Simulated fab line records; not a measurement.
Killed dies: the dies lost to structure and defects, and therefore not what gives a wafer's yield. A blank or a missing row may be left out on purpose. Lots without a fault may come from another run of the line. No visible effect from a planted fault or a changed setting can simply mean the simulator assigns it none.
fab line records    flow n5Finfet
[record] lots = 6  wafers = 17  lastDay = 18
route steps=1938 shown BEOL_M12@1606 PASSIVATION@1936
lots that met no fault: taken from a fault-free run of the same line
startH: hours from the record's opening day to when the first of the lot's shown wafers began    waitH: how many hours have passed since the lot's step before this one    " repeats the value in the row above    L1.1+2: one row covering several wafers at once    - no value present, or no start provided    * or withheld: withheld    < > ~ a bound
route shown NAME@n: names a module that has steps shown in the file, with the first one's number in the route    usual: average and standard deviation across the fault-free wafers    same: alike in all rows    chamber/n: place in a boat    sites: per-site readings    _std_site: how widely they spread, as a standard deviation    _edge_site: the outer-site mean with the inner-site mean subtracted    radiusMm: how far each site lies from the wafer's centre    mask NAME#n: copy n    behind: the last tool/chamber to shape the wafer    hold: cause of the lot's hold/its duration in hours/its outcome    device: which transistor (n, p or np) failed to switch    end of line: at the end of the route, the tests of the same wafers    for a step that has no rows: nothing shown but its recipe    killed: dies lost to structure and defects at the first sort, not the wafer's yield    map: a wafer's dies, marking killed ones x, the rest . and places with no die _
set.NAME: the run value of the setting; set.NAME@STEP: its run value at that earlier step    model.NAME: the simulator's own value behind a step, which no gauge read
a table for each step, a row for each wafer; lots at some steps of the route
services: from which hour (startH, from the record's first day; less than 0 if before it) a tool's chamber was out of use, for how many hours, and why
[[steps]]
[step N5_BEOL_M12_EBR_06]
[recipe] solvent = PGMEA  ebrWidthMm = 1.5
[step N5_BEOL_M12_SOFTBAKE_05]
[recipe] tempC = 130  timeS = 60
[step N5_BEOL_M12_EXPOSE_07]
[recipe] maskId = V11  na = 0.93  sourceShape = conventional  sigmaOuter = 0.6  polarization = unpolarized  attpsmPhaseDeg = 180  doseMj = 32.5
[step N5_BEOL_M12_PEB_08]
[recipe] pebTempC = 130  pebTimeS = 90
[step N5_BEOL_M12_DEVELOP_09]
[recipe] developTimeS = 45  rinseLiquid = diw  dry = airSpin  devTempC = 21
[step N5_BEOL_M12_HARDBAKE_14]
[recipe] tempC = 130  timeS = 120
[step N5_BEOL_M12_CD_MEAS_10]
[recipe] targetCdNm = 140  landingEnergyEv = 500  detector = seInlens  polarity = opening
[usual] cdNm = 141.0/2.7
lot.wafer  tool      chamber  startH  waitH  cdNm
L511.3     cdSem-02  0        268.05  -      143.5
L511.4     "         0        "       "      142.1
L511.6     "         0        "       "      143.3
L515.2     cdSem-03  0        294.77  -      144.6
L515.3     "         0        "       "      141.3
L515.5     "         0        "       "      141.3
L516.4     cdSem-02  0        303.24  -      142.4
L516.5     "         0        "       "      142.4
L516.6     "         0        "       "      144.5
L518.1     cdSem-03  0        322.00  -      143.5
L518.5     "         0        "       "      147.1
L524.1     cdSem-02  0        362.17  -      136.5
L524.3     "         0        "       "      142.0
L524.5     "         0        "       "      136.9
L526.2     cdSem-01  0        366.08  -      140.1
L526.3     "         0        "       "      141.2
L526.5     "         0        "       "      140.6
[step N5_BEOL_M12_OVL_MEAS_11]
[recipe] pointsPerWafer = 44
[usual] V11_OVL = 2/4.4
[same] pointsPerWafer = 44
lot.wafer  tool        chamber  startH  waitH  V11_OVL[nm]
L511.3     overlay-02  0        268.07  0.0    6
L511.4     "           0        "       "      -4
L511.6     "           0        "       "      2
L515.2     overlay-02  0        294.80  0.0    -1
L515.3     "           0        "       "      0
L515.5     "           0        "       "      2
L516.4     overlay-01  0        303.27  0.0    6
L516.5     "           0        "       "      1
L516.6     "           0        "       "      -4
L518.1     overlay-02  0        322.03  0.0    5
L518.5     "           0        "       "      8
L524.1     overlay-02  0        362.20  0.0    1
L524.3     "           0        "       "      7
L524.5     "           0        "       "      6
L526.2     overlay-02  0        366.11  0.0    -1
L526.3     "           0        "       "      9
L526.5     "           0        "       "      5
[step N5_BEOL_M12_INSPECT_12]
[recipe] mode = adi  inspectInstrument = macro
[usual] rawDefectCount = 2.2/1.5
lot.wafer  tool              chamber  startH  waitH  rawDefectCount
L511.3     defectInspect-02  -        268.10  0.0    1
L511.4     "                 -        "       "      0
L511.6     "                 -        "       "      1
L515.2     defectInspect-02  -        294.83  0.0    0
L515.3     "                 -        "       "      2
L515.5     "                 -        "       "      2
L516.4     defectInspect-01  -        303.29  0.0    4
L516.5     "                 -        "       "      8
L516.6     "                 -        "       "      2
L518.1     defectInspect-02  -        322.06  0.0    1
L518.5     "                 -        "       "      2
L524.1     defectInspect-01  -        362.22  0.0    1
L524.3     "                 -        "       "      2
L524.5     "                 -        "       "      2
L526.2     defectInspect-01  -        366.13  0.0    3
L526.3     "                 -        "       "      6
L526.5     "                 -        "       "      1
[step N5_BEOL_M12_DESCUM_15]
[recipe] chemistry = O2  timeS = 7.9  sourcePowerW = 50  biasPowerW = 20  pressureMtorr = 20  rfFrequencyHz = 2.712e+07  tempC = 40  o2FlowSccm = 225
[usual] drypumpMotorCurrentA = 5.4/0.41  oesProductAu = 0.79/0.073  rfVppV = 243.7/1.2  showerheadPlenumPTorr = 2.13/0.065  throttleValvePct = 20.42/0.24
lot.wafer  tool        chamber  startH  waitH  drypumpMotorCurrentA  oesProductAu  rfHoursCounterH  rfVppV  showerheadPlenumPTorr  throttleValvePct
L511.3     rieDiel-05  2        268.13  0.0    5.2                   0.93          19               244.2   2.14                   20.13
L511.4     "           2        "       "      5.2                   0.92          -                243.2   2.14                   20.12
L511.6     "           1        "       "      5.6                   0.74          -                243.0   2.22                   20.28
L515.2     rieDiel-02  1        294.86  0.0    5.0                   0.76          138              244.9   2.21                   20.58
L515.3     "           2        "       "      6.4                   0.81          92               245.1   2.18                   20.27
L515.5     "           0        "       "      4.8                   0.75          -                242.0   2.08                   20.42
L516.4     rieDiel-01  1        303.33  0.0    5.7                   0.82          71               246.4   2.21                   20.70
L516.5     "           1        "       "      5.7                   0.81          -                244.7   2.21                   20.70
L516.6     "           2        "       "      5.2                   0.77          -                241.2   2.08                   19.99
L518.1     rieDiel-01  0        322.09  0.0    6.0                   0.91          34               245.8   2.20                   20.16
L518.5     "           3        "       "      5.7                   0.73          -                244.0   2.09                   20.82
L524.1     rieDiel-01  1        362.26  0.0    5.7                   0.80          91               244.9   2.20                   20.72
L524.3     "           3        "       "      5.7                   0.72          188              244.4   2.08                   20.85
L524.5     "           2        "       "      5.2                   0.75          -                241.6   2.07                   20.02
L526.2     rieDiel-01  0        366.22  0.1    6.0                   0.88          49               244.2   2.19                   20.18
L526.3     "           3        "       "      5.7                   0.70          189              243.2   2.08                   20.86
L526.5     "           3        "       "      5.7                   0.71          -                243.8   2.08                   20.85
[step N5_BEOL_M12_ETCH_59]
[recipe] chemistry = N2/H2  target = BARC  targetDepthA = 890  overetchA = 267  timeS = 67.9  ionEnergyEv = 200  pressureMtorr = 30  sourceW = 840  biasW = 150  n2FlowSccm = 200  h2FlowSccm = 200
[usual] drypumpMotorCurrentA = 5.4/0.41  n2FlowSccm = 199.9/0.65  oesProductAu = 0.68/0.059  rfVppV = 525.2/2  showerheadPlenumPTorr = 2.59/0.072  throttleValvePct = 17.9/0.3
lot.wafer  tool        chamber  startH  waitH  drypumpMotorCurrentA  n2FlowSccm  oesProductAu  rfHoursCounterH  rfVppV  showerheadPlenumPTorr  throttleValvePct
L511.3     rieDiel-05  2        268.17  0.0    5.2                   200.1       0.79          19               527.3   2.62                   17.7
L511.4     "           2        "       "      5.1                   199.6       0.79          -                525.7   2.62                   17.7
L511.6     "           1        "       "      5.6                   199.5       0.63          -                527.0   2.61                   17.3
L515.2     rieDiel-02  1        294.89  0.0    5.0                   199.7       0.66          138              527.3   2.67                   18.0
L515.3     "           2        "       "      6.4                   199.9       0.69          92               526.4   2.64                   17.6
L515.5     "           0        "       "      4.9                   199.1       0.62          -                524.0   2.54                   18.0
L516.4     rieDiel-01  1        303.36  0.0    5.7                   199.0       0.69          71               528.9   2.70                   18.3
L516.5     "           1        "       "      5.7                   199.0       0.70          -                528.7   2.70                   18.3
L516.6     "           2        "       "      5.2                   200.9       0.65          -                524.4   2.56                   17.7
L518.1     rieDiel-01  0        322.13  0.0    6.0                   199.5       0.77          34               528.5   2.71                   17.8
L518.5     "           3        "       "      5.7                   199.0       0.62          -                522.5   2.53                   18.3
L524.1     rieDiel-01  1        362.29  0.0    5.7                   200.4       0.68          91               527.0   2.69                   18.3
L524.3     "           3        "       "      5.7                   200.9       0.61          188              522.7   2.52                   18.3
L524.5     "           2        "       "      5.2                   199.8       0.64          -                525.5   2.55                   17.7
L526.2     rieDiel-01  0        366.25  0.0    6.1                   199.7       0.74          49               528.4   2.70                   17.8
L526.3     "           3        "       "      5.7                   198.7       0.62          189              522.6   2.52                   18.3
L526.5     "           3        "       "      5.7                   199.3       0.62          -                525.1   2.52                   18.3
[step N5_BEOL_M12_VIA_ETCH_16]
[recipe] chemistry = C4F8/O2/Ar  target = SiOC  pressureMtorr = 30  sourceW = 3000  biasW = 700  Ar_flow_sccm = 400  C4F8_flow_sccm = 15  O2_flow_sccm = 8  heInnerTorr = 15  heOuterTorr = 30  targetDepthA = 7248  timeS = withheld  ionEnergyEv = 250  ends = cleared
[usual] drypumpMotorCurrentA = 5.4/0.41  heInnerTorr = 15.000/0.027  heOuterTorr = 30.01/0.064  oesProductAu = 0.71/0.067  rfVppV = 666.9/2.6  showerheadPlenumPTorr = 3.47/0.097  throttleValvePct = 24.16/0.29
lot.wafer  tool        chamber  startH  waitH  drypumpMotorCurrentA  heInnerTorr  heOuterTorr  oesProductAu  rfVppV  showerheadPlenumPTorr  throttleValvePct
L511.3     rieDiel-05  2        268.22  0.0    5.2                   14.986       30.01        0.84          666.9   3.47                   23.76
L511.4     "           2        "       "      5.2                   14.963       30.01        0.84          669.1   3.47                   23.75
L511.6     "           1        "       "      5.6                   15.020       30.18        0.66          669.0   3.55                   23.84
L515.2     rieDiel-02  1        294.95  0.0    5.0                   14.965       30.08        0.69          670.7   3.59                   24.36
L515.3     "           2        "       "      6.4                   15.052       30.02        0.72          669.6   3.62                   24.40
L515.5     "           0        "       "      4.9                   14.944       30.00        0.66          664.6   3.36                   23.97
L516.4     rieDiel-01  1        303.41  0.0    5.7                   15.018       29.99        0.75          670.2   3.60                   24.54
L516.5     "           1        "       "      5.7                   15.012       30.06        0.75          669.5   3.60                   24.56
L516.6     "           2        "       "      5.2                   15.034       29.97        0.68          665.9   3.41                   23.81
L518.1     rieDiel-01  0        322.18  0.0    6.1                   14.963       30.02        0.82          670.0   3.58                   23.95
L518.5     "           3        "       "      5.7                   14.948       29.95        0.65          666.4   3.42                   24.65
L524.1     rieDiel-01  1        362.34  0.0    5.7                   15.016       30.13        0.72          670.3   3.59                   24.56
L524.3     "           3        "       "      5.7                   14.994       30.04        0.64          664.8   3.41                   24.67
L524.5     "           2        "       "      5.2                   15.000       30.04        0.67          665.2   3.40                   23.83
L526.2     rieDiel-01  0        366.30  0.0    6.1                   14.948       29.93        0.79          671.7   3.57                   23.96
L526.3     "           3        "       "      5.7                   14.989       29.97        0.64          664.9   3.41                   24.68
L526.5     "           3        "       "      5.7                   14.978       29.91        0.63          663.5   3.41                   24.67
[step N5_BEOL_M12_STRIP_63]
[recipe] chemistry = N2/H2  powerW = 1000  tempC = 250  h2Frac = 0.65  overashFraction = 0.3  pressureMtorr = 1000  n2FlowSccm = 1750  h2FlowSccm = 3250
[usual] drypumpMotorCurrentA = 5.59/0.3  h2FlowSccm = 3250/8.8  heaterPowerW = 357/10  n2FlowSccm = 1751/4.9  oesProductAu = 0.693/0.0049  stripTimeToEndpointS = 43.0/1.2
lot.wafer  tool            chamber  startH  waitH  drypumpMotorCurrentA  h2FlowSccm  heaterPowerW  n2FlowSccm  oesProductAu  rfHoursCounterH  stripTimeToEndpointS
L511.3     plasmaAsher-01  1        268.44  -      5.44                  3250        353           1746        0.686         -                42.8
L511.4     "               0        "       "      5.30                  3244        363           1745        0.690         -                42.1
L511.6     "               0        "       "      5.29                  3240        370           1753        0.690         -                41.8
L515.2     plasmaAsher-02  1        295.21  -      6.11                  2917        354           1757        0.696         79               44.4
L515.3     "               1        "       "      6.14                  2920        345           1750        0.686         -                43.7
L515.5     "               1        "       "      6.12                  2925        350           1748        0.701         -                42.3
L516.4     plasmaAsher-02  0        303.63  -      5.72                  2930        337           1756        0.699         -                42.7
L516.5     "               1        "       "      6.13                  2925        359           1747        0.693         -                44.4
L516.6     "               0        "       "      5.72                  2929        336           1757        0.692         -                44.2
L518.1     plasmaAsher-01  0        322.38  -      5.30                  3245        369           1752        0.695         129              42.7
L518.5     "               0        "       "      5.29                  3245        358           1745        0.685         -                43.3
L524.1     plasmaAsher-02  0        362.60  -      5.74                  3238        342           1745        0.701         93               44.6
L524.3     "               0        "       "      5.73                  3264        344           1750        0.694         -                45.1
L524.5     "               0        "       "      5.74                  3245        337           1745        0.701         -                45.2
L526.2     plasmaAsher-01  0        366.50  -      5.30                  3250        373           1753        0.688         136              42.3
L526.3     "               1        "       "      5.46                  3263        354           1748        0.700         -                43.2
L526.5     "               1        "       "      5.47                  3264        357           1755        0.695         -                43.1
[step N5_BEOL_M12_STRIP_64]
[recipe] chemistry = N2/H2  powerW = 1000  tempC = 250  h2Frac = 0.65  overashFraction = 0.3  pressureMtorr = withheld  n2FlowSccm = 1750  h2FlowSccm = 3250
[usual] drypumpMotorCurrentA = 5.6/0.3  h2FlowSccm = 3249/9.7  heaterPowerW = 356/10  n2FlowSccm = 1749/6.2  oesProductAu = 0.715/0.0045  stripTimeToEndpointS = 31.32/0.086
lot.wafer  tool            chamber  startH  waitH  drypumpMotorCurrentA  h2FlowSccm  heaterPowerW  n2FlowSccm  oesProductAu  rfHoursCounterH  stripTimeToEndpointS
L511.3     plasmaAsher-01  1        268.50  0.0    5.5                   3242        357           1745        0.707         -                31.38
L511.4     "               0        "       "      5.3                   3245        360           1750        0.713         -                31.27
L511.6     "               0        "       "      5.3                   3256        366           1752        0.712         -                31.25
L515.2     plasmaAsher-02  1        295.27  0.0    6.1                   3245        351           1745        0.715         79               31.37
L515.3     "               1        "       "      6.1                   3254        360           1749        0.714         -                31.34
L515.5     "               1        "       "      6.1                   3242        361           1748        0.713         -                31.24
L516.4     plasmaAsher-02  0        303.69  0.0    5.7                   3259        332           1753        0.707         -                31.26
L516.5     "               1        "       "      6.2                   3235        354           1759        0.722         -                31.34
L516.6     "               0        "       "      5.8                   3256        337           1753        0.711         -                31.30
L518.1     plasmaAsher-01  0        322.44  0.0    5.3                   3242        359           1750        0.715         129              31.36
L518.5     "               0        "       "      5.3                   3249        361           1741        0.716         -                31.33
L524.1     plasmaAsher-02  0        362.66  0.0    5.7                   3245        336           1753        0.716         93               31.32
L524.3     "               0        "       "      5.7                   3258        337           1754        0.704         -                31.40
L524.5     "               0        "       "      5.7                   3247        346           1754        0.714         -                31.33
L526.2     plasmaAsher-01  0        366.56  0.0    5.3                   3250        365           1761        0.710         136              31.34
L526.3     "               1        "       "      5.5                   3260        361           1742        0.716         -                31.35
L526.5     "               1        "       "      5.4                   3247        348           1748        0.721         -                31.39
[step N5_PASSIVATION_PROBE_49]
[usual] defectLimitedYield = 90.9/1.6  killed_at_M0_to_M3 = 34/10  killed_at_M4_up = 13/5.4  killedAtContacts = 13/6  killedAtFrontEnd = 42/13  killedAtOther = 4/3.2  killedDies = 107/18  killedOpen = 69/14  killedShort = 35/7.7  sort_bin_5_function = 5.3/1  sort_bin_6_memory = 3.3/0.75  sort_bin_8_speed = 0.00/0.015  sortNPass = 1073/19  sortYieldPct = 90.9/1.6
[same] grossDies = 1180  killedAtBackSide = 0  sort_bin_4_leakage[%] = 0
lot.wafer  tool       chamber  startH  waitH  defectLimitedYield[%]  killed_at_M0_to_M3  killed_at_M4_up  killedAtContacts  killedAtFrontEnd  killedAtOther  killedDies  killedOpen  killedShort  sort_bin_5_function[%]  sort_bin_6_memory[%]  sort_bin_8_speed[%]  sortNPass  sortYieldPct[%]
L511.3     prober-01  -        304.97  0.1    92.4                   37                  8                9                 33                3              90          58          26           3.8                     3.4                   0                    1090       92.4
L511.4     prober-01  -        305.02  0.2    91.9                   28                  11               17                38                1              95          66          28           5.0                     2.3                   0                    1085       91.9
L511.6     prober-01  -        305.12  0.3    92.0                   25                  14               11                42                2              94          60          30           4.5                     3.0                   0                    1086       92.0
L515.2     prober-01  -        342.62  0.1    90.6                   30                  11               22                41                7              111         66          37           5.8                     3.5                   0                    1069       90.6
L515.3     prober-01  -        342.67  0.1    91.9                   21                  9                4                 58                3              95          53          42           4.7                     3.1                   0                    1085       91.9
L515.5     prober-01  -        342.77  0.2    91.1                   36                  7                17                41                4              105         65          38           5.0                     3.1                   0                    1075       91.1
// killed by level:class
L511.3 STI_FIN_REVEAL:geometricParticle:open=8 BEOL_M3:geometricParticle:open=8 BEOL_M0_SAQP:geometricParticle:short=8 BEOL_M2:geometricParticle:open=8 MOL_CONTACT_COAG:geometricParticle:open=6 FIN_SAQP:geometricParticle:open=5 BEOL_M1:geometricParticle:open=5 FIN_CUT:areaEtch=5
L511.4 MOL_CONTACT_COAG:geometricParticle:open=16 FIN_SAQP:geometricParticle:short=11 BEOL_M1:geometricParticle:open=10 FIN_SAQP:geometricParticle:open=8 BEOL_M4:geometricParticle:open=7 BEOL_M0_SAQP:geometricParticle:open=6 STI_FIN_REVEAL:geometricParticle:open=4 DUMMY_GATE:geometricParticle:open=4
L511.6 FIN_SAQP:geometricParticle:short=12 STI_FIN_REVEAL:geometricParticle:open=10 MOL_CONTACT_COAG:geometricParticle:open=9 BEOL_M2:geometricParticle:open=9 FIN_SAQP:geometricParticle:open=8 DUMMY_GATE:geometricParticle:open=4 BEOL_M0_SAQP:geometricParticle:short=4 BEOL_M1:geometricParticle:open=4
L515.2 MOL_CONTACT_COAG:geometricParticle:open=16 BEOL_M2:geometricParticle:open=8 STI_FIN_REVEAL:geometricParticle:open=7 BEOL_M0_SAQP:geometricParticle:open=7 FIN_SAQP:geometricParticle:short=6 MOL_CONTACT_COAG:geometricParticle:short=6 STARTING-WAFER:geometricParticle:open=6 FIN_SAQP:geometricParticle:open=5
L515.3 FIN_SAQP:geometricParticle:short=14 FIN_SAQP:geometricParticle:open=13 STI_FIN_REVEAL:geometricParticle:open=7 BEOL_M0_SAQP:geometricParticle:short=6 GATE_CUT:geometricParticle:short=5 BEOL_M3:geometricParticle:open=4 STI_FIN_REVEAL:geometricParticle:short=4 DUMMY_GATE:geometricParticle:open=4
L515.5 BEOL_M2:geometricParticle:open=13 MOL_CONTACT_COAG:geometricParticle:open=11 STI_FIN_REVEAL:geometricParticle:open=9 BEOL_M0_SAQP:geometricParticle:short=9 FIN_SAQP:geometricParticle:short=7 BEOL_M0_SAQP:geometricParticle:open=7 FIN_SAQP:geometricParticle:open=6 MOL_CONTACT_COAG:geometricParticle:short=6
[[services]]
tool            chamber  startH  hours  kind
plasmaAsher-01  -        262.98  1.9    repair
rieDiel-05      3        264.39  4.8    repair
rieDiel-05      -        272.79  2.8    pm
rieDiel-01      1        293.56  7.0    repair
rieDiel-05      0        301.41  5.1    repair
plasmaAsher-02  -        307.67  2.7    repair
rieDiel-02      2        322.94  2.0    repair
plasmaAsher-01  -        333.79  1.1    repair
plasmaAsher-01  -        337.09  4.3    pm
plasmaAsher-02  -        352.86  2.5    repair
rieDiel-05      0        366.04  5.1    repair
[[key]]
[firstSign] step = N5_BEOL_M12_STRIP_63  reading = h2FlowSccm  direction = down  sigmas = 37  usual = 3250  struck = 2924
effect none on later readings
metAt N5_BEOL_M12_STRIP_63
struckWafers L515.2,L515.3,L515.5,L516.4,L516.5,L516.6
[fault] kind = processParameterDrift  tool = plasmaAsher-02  chamber = -  onsetH = 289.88  steps = N5_BEOL_M12_STRIP_63  channel = h2FlowSccm  offset = -325  shape = step  endH = 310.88  actsIn = theseRecipesOnly  stated = 3250
